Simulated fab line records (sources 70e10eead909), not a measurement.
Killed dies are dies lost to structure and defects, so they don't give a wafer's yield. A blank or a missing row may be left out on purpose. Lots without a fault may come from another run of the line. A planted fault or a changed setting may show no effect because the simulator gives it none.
fab line records	flow nandHarc
record lots=6	wafers=18	lastDay=33
route steps=1302 shown P_CONTACT@236
lots untouched by any fault: they come from a run of this same line in which no faults occurred
startH: hours from the record's first day to the start of the lot's first wafer shown	waitH: time in hours since the lot's previous step	" unchanged from the row above	L1.1+2: several wafers, shown together as one row	- no value, or no start given	* or withheld: withheld	< > ~ a bound
route shown NAME@n: NAME is a module with steps in the file, n the number in the route of the first one	usual: the fault-free wafers' mean and standard deviation	same: alike in all rows	chamber/n: place in a boat	sites: the reading at each site	_std_site: their standard deviation	_edge_site: outer sites' mean less inner sites'	radiusMm: how far each site lies from the wafer's centre	mask NAME#n: copy n	behind: the last tool/chamber to shape the wafer	hold: reason for holding the lot/hours on hold/outcome of the hold	device: transistor that didn't switch, given as n, p or np	end of line: tests run on the same wafers once the route is complete	a step without rows: its recipe alone	killed: count of dies lost to structure and defects at first sort (not the wafer's yield)	map: a wafer's dies, marking killed ones x, the rest . and places with no die _
set.NAME: the setting that was run; set.NAME@STEP: the one run at that earlier step	model.NAME: the simulator's own value behind a step, which no gauge read
lots at selected steps of the route; one table per step, one row per wafer
services: when a tool's chamber went out of use (startH, in hours from the record's first day, below 0 if earlier), for how many hours, and the reason
## steps
# step NHARC_P_CONTACT_ETCH_35
# recipe targetDepthA=390	overEtchFrac=0.3	timeS=65	ionEnergyEv=80	cf4FlowSccm=150	arFlowSccm=0	rfW=300	biasW=100	chemistry=CF4
# usual biasW=100.0/0.33	drypumpMotorCurrentA=6.0/0.5	oesProductAu=1.001/0.0095	rfVppV=151.3/1	showerheadPlenumPTorr=1.77/0.063	throttleValvePct=13.284/0.0082
lot.wafer	tool	chamber	startH	waitH	biasW	drypumpMotorCurrentA	oesProductAu	rfHoursCounterH	rfVppV	showerheadPlenumPTorr	throttleValvePct
L352.3	rieDiel-02	3	123.26	0.1	100.0	5.6	1.020	2.0	151.7	1.82	13.286
L352.5	"	3	"	"	99.8	5.6	1.010	-	151.2	1.82	13.289
L352.6	"	0	"	"	99.8	6.4	0.991	-	149.0	1.71	13.295
L356.3	rieDiel-06	0	169.10	0.1	99.5	6.1	1.000	1.6	151.1	1.72	13.291
L356.1	"	3	"	"	100.3	5.9	1.008	1.6	151.8	1.68	13.282
L356.5	"	0	"	"	99.8	6.1	0.998	-	151.8	1.72	13.271
L366.1	rieDiel-05	3	266.92	0.1	99.9	4.8	1.008	0.7	152.2	1.77	13.276
L366.2	"	0	"	"	100.4	6.1	1.003	0.9	151.7	1.83	13.285
L366.6	"	3	"	"	100.3	4.8	1.004	-	152.7	1.77	13.291
L368.3	rieDiel-02	3	288.10	0.1	99.9	5.6	1.010	1.1	152.8	1.82	13.275
L368.1	"	0	"	"	100.3	6.4	1.004	1.1	150.8	1.71	13.289
L368.5	"	0	"	"	100.1	6.4	1.005	-	149.4	1.71	13.292
L372.4	rieDiel-02	2	332.75	0.1	99.7	6.4	0.988	2.2	150.9	1.75	13.299
L372.2	"	3	"	"	99.7	5.6	1.001	2.2	151.4	1.82	13.292
L372.1	"	0	"	"	99.6	6.4	0.996	2.2	151.3	1.71	13.287
L374.4	rieDiel-05	0	353.71	0.1	100.4	6.1	1.011	2.8	151.6	1.83	13.280
L374.1	"	1	"	"	99.8	6.4	0.994	3.0	151.4	1.72	13.280
L374.2	"	2	"	"	100.3	5.6	0.994	2.7	151.4	1.82	13.284
# step NHARC_P_CONTACT_ETCH_36
# recipe targetDepthA=2600	overEtchFrac=0.25	timeS=406.25	ionEnergyEv=200	n2FlowSccm=150	h2FlowSccm=150	arFlowSccm=0	rfW=400	biasW=150	chemistry=N2/H2
# usual biasW=150.0/0.47	drypumpMotorCurrentA=6.0/0.49	oesProductAu=1.003/0.0085	rfVppV=430.8/2.3	showerheadPlenumPTorr=2.05/0.08	throttleValvePct=14.170/0.009
lot.wafer	tool	chamber	startH	waitH	biasW	drypumpMotorCurrentA	oesProductAu	rfHoursCounterH	rfVppV	showerheadPlenumPTorr	throttleValvePct
L352.3	rieDiel-02	1	-	-	150.5	6.2	1.018	2.1	434.8	2.18	14.184
L352.5	"	3	"	"	150.3	5.6	1.013	-	432.9	2.11	14.173
L352.6	"	0	"	"	149.8	6.4	1.004	-	428.2	1.96	14.177
L356.3	rieDiel-06	1	-	-	149.4	5.9	0.992	1.7	434.2	2.15	14.166
L356.1	"	3	"	"	150.1	5.9	1.016	1.7	427.5	1.93	14.182
L356.5	"	1	"	"	149.6	5.9	0.995	-	432.9	2.15	14.160
L366.1	rieDiel-05	1	-	-	150.0	6.4	1.008	0.7	429.4	1.97	14.176
L366.2	"	0	"	"	150.5	6.1	1.015	0.9	433.1	2.12	14.173
L366.6	"	1	"	"	150.4	6.4	1.006	-	428.1	1.97	14.186
L368.1	rieDiel-02	2	-	-	149.8	6.4	0.996	1.3	430.5	2.02	14.156
L368.3	"	3	"	"	150.0	5.6	1.010	1.2	432.5	2.11	14.176
L368.5	"	2	"	"	150.4	6.4	0.997	-	430.2	2.02	14.166
L372.2	rieDiel-02	0	-	-	150.4	6.4	1.006	2.2	430.5	1.96	14.173
L372.1	"	2	"	"	150.1	6.4	0.996	2.3	430.4	2.02	14.176
L372.4	"	3	"	"	150.1	5.6	1.001	2.3	432.6	2.11	14.182
L374.4	rieDiel-05	3	-	-	150.3	4.8	1.018	3.2	430.3	2.04	14.154
L374.2	"	0	"	"	149.8	6.1	1.009	2.9	434.1	2.12	14.172
L374.1	"	2	"	"	149.7	5.6	0.996	2.7	431.4	2.10	14.163
# step NHARC_P_CONTACT_ETCH_18
# recipe targetDepthA=4810	timeS=240.5	c4f8FlowSccm=20	o2FlowSccm=10	arFlowSccm=withheld	rfW=600	biasW=1500	chemistry=C4F8/O2/Ar
# step NHARC_P_CONTACT_STRIP_37
# recipe c4f8FlowSccm=withheld	o2FlowSccm=8	arFlowSccm=withheld	biasW=0	chemistry=C4F8/O2/Ar
# step NHARC_P_CONTACT_ETCH_31
# recipe targetDepthA=300	timeS=85.7	ionEnergyEv=120	overEtchFrac=1	ch3fFlowSccm=50	o2FlowSccm=30	arFlowSccm=200	rfW=500	biasW=100	chemistry=CH3F/O2
# step NHARC_P_CONTACT_CD_MEAS_19
# usual cdNm=89.9/1.3
lot.wafer	tool	chamber	startH	waitH	cdNm
L352.3	cdSem-02	-	124.05	-	89.7
L352.5	"	-	"	"	90.9
L352.6	"	-	"	"	89.5
L356.1	cdSem-01	-	170.01	-	89.7
L356.3	"	-	"	"	87.5
L356.5	"	-	"	"	87.0
L366.1	cdSem-03	-	267.70	-	89.0
L366.2	"	-	"	"	88.8
L366.6	"	-	"	"	89.9
L368.1	cdSem-01	-	289.01	-	93.0
L368.3	"	-	"	"	89.2
L368.5	"	-	"	"	90.5
L372.1	cdSem-02	-	333.53	-	90.8
L372.2	"	-	"	"	88.2
L372.4	"	-	"	"	89.6
L374.1	cdSem-02	-	354.48	-	90.2
L374.2	"	-	"	"	91.0
L374.4	"	-	"	"	90.8
# step NHARC_P_CONTACT_STRIP_28
# recipe o2FlowSccm=500	arFlowSccm=0	biasW=0	chemistry=O2
# usual drypumpMotorCurrentA=5.9/0.57	oesProductAu=1.002/0.01	rfVppV=57.8/0.82	showerheadPlenumPTorr=3.55/0.11	throttleValvePct=17.038/0.0087
# same biasW=0
lot.wafer	tool	chamber	startH	waitH	drypumpMotorCurrentA	oesProductAu	rfHoursCounterH	rfVppV	showerheadPlenumPTorr	throttleValvePct
L352.3	rieDiel-05	0	124.14	0.1	6.1	0.981	0.9	59.5	3.66	17.035
L352.6	"	3	"	"	4.8	0.997	-	57.5	3.53	17.044
L352.5	"	0	"	"	6.1	0.991	-	56.8	3.66	17.032
L356.3	rieDiel-05	0	170.09	0.1	6.1	0.986	2.1	58.3	3.66	17.040
L356.1	"	2	"	"	5.6	1.020	2.9	57.5	3.62	17.057
L356.5	"	1	"	"	6.5	1.004	-	58.0	3.42	17.031
L366.1	rieDiel-02	3	267.78	0.1	5.6	1.016	0.6	58.9	3.64	17.047
L366.2	"	1	"	"	6.2	1.009	0.7	59.0	3.75	17.060
L366.6	"	0	"	"	6.4	1.005	-	57.4	3.40	17.037
L368.1	rieDiel-05	2	289.09	0.1	5.6	0.999	1.1	57.4	3.62	17.037
L368.3	"	0	"	"	6.1	1.014	1.4	58.0	3.66	17.026
L368.5	"	3	"	"	4.8	1.009	-	58.0	3.53	17.027
L372.2	rieDiel-05	0	333.62	0.1	6.2	1.020	2.6	57.9	3.66	17.036
L372.4	"	1	"	"	6.4	1.005	2.9	58.0	3.42	17.033
L372.1	"	2	"	"	5.7	0.999	2.5	59.1	3.62	17.034
L374.1	rieDiel-06	1	354.57	0.1	5.9	1.018	2.1	57.0	3.70	17.025
L374.2	"	2	"	"	6.6	1.015	1.9	58.6	3.48	17.047
L374.4	"	3	"	"	5.9	1.007	1.7	57.6	3.34	17.043
# step NHARC_P_CONTACT_STRIP_29
# recipe timeS=1200	tempC=72.5	chemistry=postEtchResidueRemover
# step NHARC_P_CONTACT_DEGAS_38
# recipe tempC=300	timeS=60
# usual heaterPowerW=459/43
lot.wafer	tool	chamber	startH	waitH	heaterPowerW
L352.3	pvdSputter-01	-	124.78	-	421
L352.5	"	-	"	"	436
L352.6	"	-	"	"	480
L356.1	pvdSputter-03	-	170.74	-	390
L356.3	"	-	"	"	486
L356.5	"	-	"	"	433
L366.1	pvdSputter-01	-	268.41	-	494
L366.2	"	-	"	"	412
L366.6	"	-	"	"	432
L368.3	pvdSputter-01	-	289.72	-	410
L368.1	"	-	"	"	497
L368.5	"	-	"	"	409
L372.4	pvdSputter-03	-	334.25	-	417
L372.1	"	-	"	"	411
L372.2	"	-	"	"	511
L374.4	pvdSputter-01	-	355.19	-	472
L374.1	"	-	"	"	399
L374.2	"	-	"	"	437
# step NHARC_P_CONTACT_PRE_CLEAN_39
# recipe timeS=19.5	biasV=250	gas=Ar
# step NHARC_P_CONTACT_PVD_32
# recipe targetThkA=50	chamberPressurePa=5	powerW=5000	substrateTempC=200	timeS=17.7	material=Ti
# step NHARC_P_CONTACT_ALD_22
# recipe targetThkA=30	pulseTimeS=1	aldCycles=150	tempC=450	material=TiN
# usual heaterPowerW=1076/93	precursorPulseHeightRel=0.999/0.019
# same aldCycles=150
lot.wafer	tool	chamber	startH	waitH	heaterPowerW	precursorPulseHeightRel
L352.3	aldMetal-02	0	125.03	-	999	0.969
L352.6	"	3	"	"	1107	1.001
L352.5	"	0	"	"	958	0.988
L356.1	aldMetal-04	2	170.99	-	1038	0.997
L356.3	"	0	"	"	1221	0.978
L356.5	"	1	"	"	1043	1.029
L366.1	aldMetal-02	1	268.66	-	1234	0.989
L366.2	"	2	"	"	983	1.018
L366.6	"	1	"	"	1247	1.006
L368.1	aldMetal-04	1	289.96	-	1077	0.994
L368.3	"	3	"	"	1041	1.025
L368.5	"	1	"	"	1102	0.989
L372.4	aldMetal-01	1	334.49	-	1084	0.990
L372.1	"	2	"	"	940	1.032
L372.2	"	0	"	"	1017	1.017
L374.2	aldMetal-04	0	355.43	-	1184	0.976
L374.4	"	1	"	"	1090	1.001
L374.1	"	2	"	"	938	0.990
# step NHARC_P_CONTACT_CVD_23
# recipe targetThkA=2000	tempC=300	pressureTorr=40	wf6FlowSccm=40	h2FlowSccm=1600	arFlowSccm=1560	timeS=557	material=W
# usual heaterPowerW=479/33	throttleValvePct=8.1/0.31
lot.wafer	tool	chamber	startH	waitH	heaterPowerW	throttleValvePct
L352.3	cvdW-02	1	125.48	-	455	8.0
L352.5	"	0	"	"	444	8.4
L352.6	"	1	"	"	467	8.1
L356.1	cvdW-01	1	171.17	-	483	8.0
L356.3	"	0	"	"	558	8.1
L356.5	"	0	"	"	560	7.9
L366.2	cvdW-01	0	268.87	-	522	7.8
L366.1	"	1	"	"	471	7.8
L366.6	"	0	"	"	522	7.4
L368.1	cvdW-01	1	290.17	-	483	8.1
L368.3	"	0	"	"	529	7.8
L368.5	"	1	"	"	475	8.0
L372.1	cvdW-02	1	334.70	-	448	8.7
L372.2	"	1	"	"	444	8.4
L372.4	"	1	"	"	469	8.8
L374.1	cvdW-02	1	355.64	-	448	8.1
L374.2	"	1	"	"	458	8.5
L374.4	"	1	"	"	461	8.3
# step NHARC_P_CONTACT_CMP_24
# recipe tOverpolishS=30	targetThkNm=200
# usual motorCurrentA=12.0/0.77	overpolishRunS=30.000/0.0092	timeToEndpointS=40.8/2.9
lot.wafer	tool	chamber	startH	waitH	motorCurrentA	overpolishRunS	timeToEndpointS
L352.3	cmp-03	1	125.86	0.3	10.9	29.992	39.9
L352.5	"	1	"	"	10.7	29.996	39.5
L352.6	"	2	"	"	12.7	30.001	35.8
L356.3	cmp-03	1	171.82	0.3	10.7	30.009	41.3
L356.1	"	2	"	"	13.3	29.987	40.2
L356.5	"	1	"	"	10.6	30.007	38.6
L366.2	cmp-01	3	269.53	0.6	10.8	29.993	68.4
L366.1	"	0	"	"	12.4	30.002	40.7
L366.6	"	3	"	"	11.2	30.002	66.8
L368.3	cmp-01	0	290.84	0.3	12.7	29.995	75.5
L368.1	"	2	"	"	11.8	30.006	41.2
L368.5	"	3	"	"	12.1	30.007	31.9
L372.1	cmp-03	2	335.89	1.0	12.8	30.002	41.5
L372.4	"	3	"	"	12.1	29.993	42.1
L372.2	"	0	"	"	12.7	30.019	41.9
L374.4	cmp-02	2	356.86	0.5	11.4	30.006	41.1
L374.2	"	3	"	"	13.1	30.007	34.7
L374.1	"	0	"	"	13.6	30.006	39.2
## services
tool	chamber	startH	hours	kind
aldMetal-04	-	101.10	0.7	repair
pvdSputter-01	-	104.91	6.1	repair
aldMetal-04	-	118.00	10.0	pm
rieDiel-06	-	130.31	9.0	pm
rieDiel-05	2	157.55	7.6	repair
cvdW-02	-	158.09	0.8	repair
pvdSputter-01	-	160.20	10.7	repair
rieDiel-02	2	160.94	7.8	repair
cmp-03	-	162.00	4.0	pm
rieDiel-06	2	167.73	6.7	repair
cvdW-01	-	185.21	13.0	pm
cvdW-01	1	204.45	3.7	repair
cmp-03	-	206.18	1.6	repair
rieDiel-02	-	214.88	0.4	repair
rieDiel-02	-	216.70	9.0	pm
pvdSputter-01	-	218.28	27.0	repair
cmp-03	-	219.44	1.2	repair
rieDiel-05	1	220.52	3.8	repair
cvdW-01	0	227.98	9.9	repair
rieDiel-05	-	229.60	9.0	pm
rieDiel-06	-	242.11	1.4	repair
pvdSputter-01	-	245.29	10.0	pm
rieDiel-02	1	285.05	5.2	repair
rieDiel-05	0	295.10	22.1	repair
## key
firstSign step=NHARC_P_CONTACT_CMP_24	reading=timeToEndpointS	direction=up	sigmas=10	usual=*	struck=*
effect none on later readings
metAt NHARC_P_CONTACT_CVD_23
struckWafers L366.2,L366.6,L368.3
testerLeftOut L366,L368
onsetBetween 171.17 268.87
fault kind=processParameterDrift	tool=cvdW-01	chamber=0	onsetH=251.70	steps=NHARC_P_CONTACT_CVD_23	channel=targetThkA	offset=*	shape=step	endH=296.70	actsIn=*	stated=*
# testerLeftOut: of these lots the tester's yield and bins aren't shown, on N5 and GAA mostly nor the transistor test; their killed dies are dies lost to structure and defects alone, not to doping, threshold or leakage, so they don't give the yield
